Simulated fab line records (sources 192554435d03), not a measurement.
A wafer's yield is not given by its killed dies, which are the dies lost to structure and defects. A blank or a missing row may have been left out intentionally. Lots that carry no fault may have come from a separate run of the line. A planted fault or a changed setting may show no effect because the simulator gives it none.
Which tool is to blame? || flow n5 finfet || 33 wafers from 11 lots sampled at 2 of the route's 1938 steps

WHAT THE GAUGES READ, wafer by wafer
N5_PASSIVATION_CD_MEAS_44: the cd target is 40000 nm.
{"lot": "L951", "measured": "day 15 10:08", "on": "cd sem-02", "cd nm (nm)": "40001 40001 40000"}
{"lot": "L952", "measured": "day 15 15:20", "on": "cd sem-02", "cd nm (nm)": "40000 40000 40000"}
{"lot": "L954", "measured": "day 16 12:58", "on": "cd sem-03", "cd nm (nm)": "39993 39995 40001"}
{"lot": "L955", "measured": "day 16 18:28", "on": "cd sem-01", "cd nm (nm)": "39991 39992 39999"}
{"lot": "L960", "measured": "day 17 05:14", "on": "cd sem-03", "cd nm (nm)": "39993 40002 40001"}
{"lot": "L959", "measured": "day 18 03:41", "on": "cd sem-03", "cd nm (nm)": "40001 40001 40003"}
{"lot": "L961", "measured": "day 18 16:19", "on": "cd sem-01", "cd nm (nm)": "39998 39995 39997"}
{"lot": "L965", "measured": "day 19 05:46", "on": "cd sem-01", "cd nm (nm)": "40002 39997 40001"}
{"lot": "L964", "measured": "day 19 05:11", "on": "cd sem-03", "cd nm (nm)": "40003 40002 39999"}
{"lot": "L966", "measured": "day 19 10:00", "on": "cd sem-02", "cd nm (nm)": "40001 40003 40001"}
{"lot": "L969", "measured": "day 20 02:49", "on": "cd sem-03", "cd nm (nm)": "39998 40001 39998"}

WHAT TOOL EACH LOT RAN ON (gives the tool, then ch and the chambers of the sampled wafers, and finally the start)
{"lot": "L951", "N5_BEOL_M4_ETCH_70": "rie diel-01 ch 1,3, day 10 21:49"}
{"lot": "L952", "N5_BEOL_M4_ETCH_70": "rie diel-01 ch 2,3, day 11 03:33"}
{"lot": "L954", "N5_BEOL_M4_ETCH_70": "rie diel-03 ch 1,2,3, day 12 01:11"}
{"lot": "L955", "N5_BEOL_M4_ETCH_70": "rie diel-03 ch 0,1,3, day 12 04:14"}
{"lot": "L960", "N5_BEOL_M4_ETCH_70": "rie diel-01 ch 0,2,3, day 12 18:28"}
{"lot": "L959", "N5_BEOL_M4_ETCH_70": "rie diel-01 ch 1,2,3, day 13 15:10"}
{"lot": "L961", "N5_BEOL_M4_ETCH_70": "rie diel-01 ch 0,3, day 14 00:16"}
{"lot": "L965", "N5_BEOL_M4_ETCH_70": "rie diel-01 ch 0,1,2, day 14 11:05"}
{"lot": "L964", "N5_BEOL_M4_ETCH_70": "rie diel-03 ch 1,2, day 14 11:11"}
{"lot": "L966", "N5_BEOL_M4_ETCH_70": "rie diel-01 ch 0,1,2, day 14 18:58"}
{"lot": "L969", "N5_BEOL_M4_ETCH_70": "rie diel-03 ch 0,1,2, day 15 06:46"}
- N5_BEOL_M4_ETCH_70: etches SOC in N2/H2, target depth 80 nm, overetch 24 nm, time 130 s.

WHAT THE TOOLS THEMSELVES READ (means of the sampled wafers that have a number; where no wafer has one, the mark that the record gives instead)
N5_BEOL_M4_ETCH_70.
{"lot": "L951", "tool": "rie diel-01", "bias w (W)": 149.7, "drypump motor current A (A)": 5.9, "oes product au (a.u.)": 0.64, "rf vpp V (V)": 522.4, "showerhead plenum p Torr (Torr)": 2.47, "throttle valve pct (%)": 17.6}
{"lot": "L952", "tool": "rie diel-01", "bias w (W)": 150.4, "drypump motor current A (A)": 6.2, "oes product au (a.u.)": 0.61, "rf vpp V (V)": 522.0, "showerhead plenum p Torr (Torr)": 2.44, "throttle valve pct (%)": 17.6}
{"lot": "L954", "tool": "rie diel-03", "bias w (W)": 150.1, "drypump motor current A (A)": 5.7, "oes product au (a.u.)": 0.58, "rf vpp V (V)": 523.4, "showerhead plenum p Torr (Torr)": 2.55, "throttle valve pct (%)": 17.7}
{"lot": "L955", "tool": "rie diel-03", "bias w (W)": 149.8, "drypump motor current A (A)": 5.8, "oes product au (a.u.)": 0.64, "rf vpp V (V)": 527.1, "showerhead plenum p Torr (Torr)": 2.65, "throttle valve pct (%)": 17.7}
{"lot": "L960", "tool": "rie diel-01", "bias w (W)": 150.4, "drypump motor current A (A)": 6.3, "oes product au (a.u.)": 0.56, "rf vpp V (V)": 522.4, "showerhead plenum p Torr (Torr)": 2.49, "throttle valve pct (%)": 17.9}
{"lot": "L959", "tool": "rie diel-01", "bias w (W)": 149.9, "drypump motor current A (A)": 6.1, "oes product au (a.u.)": 0.59, "rf vpp V (V)": 520.9, "showerhead plenum p Torr (Torr)": 2.44, "throttle valve pct (%)": 17.8}
{"lot": "L961", "tool": "rie diel-01", "bias w (W)": 149.8, "drypump motor current A (A)": 6.1, "oes product au (a.u.)": 0.58, "rf vpp V (V)": 523.6, "showerhead plenum p Torr (Torr)": 2.49, "throttle valve pct (%)": 17.6}
{"lot": "L965", "tool": "rie diel-01", "bias w (W)": 150.0, "drypump motor current A (A)": 6.2, "oes product au (a.u.)": 0.55, "rf vpp V (V)": 522.5, "showerhead plenum p Torr (Torr)": 2.49, "throttle valve pct (%)": 18.1}
{"lot": "L964", "tool": "rie diel-03", "bias w (W)": 150.1, "drypump motor current A (A)": 5.2, "oes product au (a.u.)": 0.61, "rf vpp V (V)": 523.6, "showerhead plenum p Torr (Torr)": 2.53, "throttle valve pct (%)": 17.5}
{"lot": "L966", "tool": "rie diel-01", "bias w (W)": 150.0, "drypump motor current A (A)": 6.2, "oes product au (a.u.)": 0.54, "rf vpp V (V)": 521.6, "showerhead plenum p Torr (Torr)": 2.49, "throttle valve pct (%)": 18.1}
{"lot": "L969", "tool": "rie diel-03", "bias w (W)": 149.9, "drypump motor current A (A)": 5.3, "oes product au (a.u.)": 0.61, "rf vpp V (V)": 524.5, "showerhead plenum p Torr (Torr)": 2.58, "throttle valve pct (%)": 17.6}

THE ANSWER, worked out from the rows above alone
Rule: the lots themselves supply what counts as usual. The widest of any qualifying gaps counts: lots, ordered by their means at a reading, are off when they make up no more than a third of the lots, leave a main group of 4 or more, and stand apart from it by 3 or more times the standard deviation of that group's means. A main group whose means are all the same, to the digits that the tables above print for the reading, isn't used. A lot without any number at a reading at which 4 lots or more have one is off too. The other lots that the step has rows for count as sound. After the gauges, taken in route order, come the tools' own readings; for these a lot's mean is taken, as printed above. At the first step where some lot is off, the reading lying furthest off is the one used; lots without a number count as furthest.
None of the lots is off at any reading shown; this tells nothing.

WHAT THE SIMULATOR PUT IN
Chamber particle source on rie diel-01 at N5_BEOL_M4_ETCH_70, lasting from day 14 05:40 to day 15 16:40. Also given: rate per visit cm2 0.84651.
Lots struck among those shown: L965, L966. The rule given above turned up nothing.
